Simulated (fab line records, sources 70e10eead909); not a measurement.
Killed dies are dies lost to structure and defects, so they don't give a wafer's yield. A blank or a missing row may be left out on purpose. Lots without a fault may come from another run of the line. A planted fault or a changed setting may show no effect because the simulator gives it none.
Chamber matching | flow nand_harc | NHARC_A_STAIRCASE_ETCH_190 on rie_diel-02: 4 sister chambers
The step etches the open film in C4F8/O2, target depth 100 nm, time 40.5 s. 14 wafers are shown with their chamber, then 7 later ones without.

WAFERS WITH THEIR CHAMBER
wafer  | chamber | rf_vpp_V (V) | oes_product_au (a.u.)
L858.1 | 2       | 897          | 0.943
L858.4 | 1       | 899          | 0.946
L858.6 | 1       | 901          | 0.938
L860.1 | 0       | 906          | 0.926
L860.3 | 1       | 900          | 0.936
L860.6 | 3       | 886          | 0.935
L862.2 | 3       | 887          | 0.941
L862.4 | 3       | 888          | 0.942
L862.6 | 0       | 904          | 0.947
L877.2 | 1       | 899          | 0.958
L877.3 | 2       | 899          | 0.942
L877.6 | 2       | 897          | 0.944
L878.3 | 1       | 898          | 0.950
L878.5 | 1       | 898          | 0.943

SIGNATURES (means of the wafers above)
reading        | chamber 0 | chamber 1 | chamber 2 | chamber 3 | scatter within a chamber
rf_vpp_V       | 905.00    | 899.17    | 897.67    | 887.00    | 1.16
oes_product_au | 0.93650   | 0.94517   | 0.94300   | 0.93933   | 0.00762
Rule: a wafer's distance from a chamber is the root of the sum, over the readings, of the square of ((its reading less the chamber's mean) divided by the reading's scatter). The wafer belongs to the nearest chamber; if the next one is less than 2 further off, it can't be placed. The scatter: the root of (the sum of the squares of (reading less its chamber's mean) over the shown wafers, divided by (wafers less chambers)).

WAFERS WITHOUT THEIR CHAMBER
wafer  | rf_vpp_V (V) | oes_product_au (a.u.)
L878.6 | 905          | 0.950
L879.2 | 905          | 0.923
L879.3 | 899          | 0.924
L879.5 | 905          | 0.923
L880.1 | 900          | 0.930
L880.2 | 906          | 0.957
L880.4 | 905          | 0.950

WHICH CHAMBER EACH WENT THROUGH
wafer  | from the rows above     | in truth
L878.6 | 0                       | 0
L879.2 | 0                       | 0
L879.3 | can't be placed: 2 or 1 | 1
L879.5 | 0                       | 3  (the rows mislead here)
L880.1 | can't be placed: 1 or 2 | 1
L880.2 | 0                       | 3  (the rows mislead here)
L880.4 | 0                       | 0
Placed correctly: 3 of 7. Can't be placed from these rows: 2 (the true chamber is among the candidates in 2). Placed wrongly: 2.
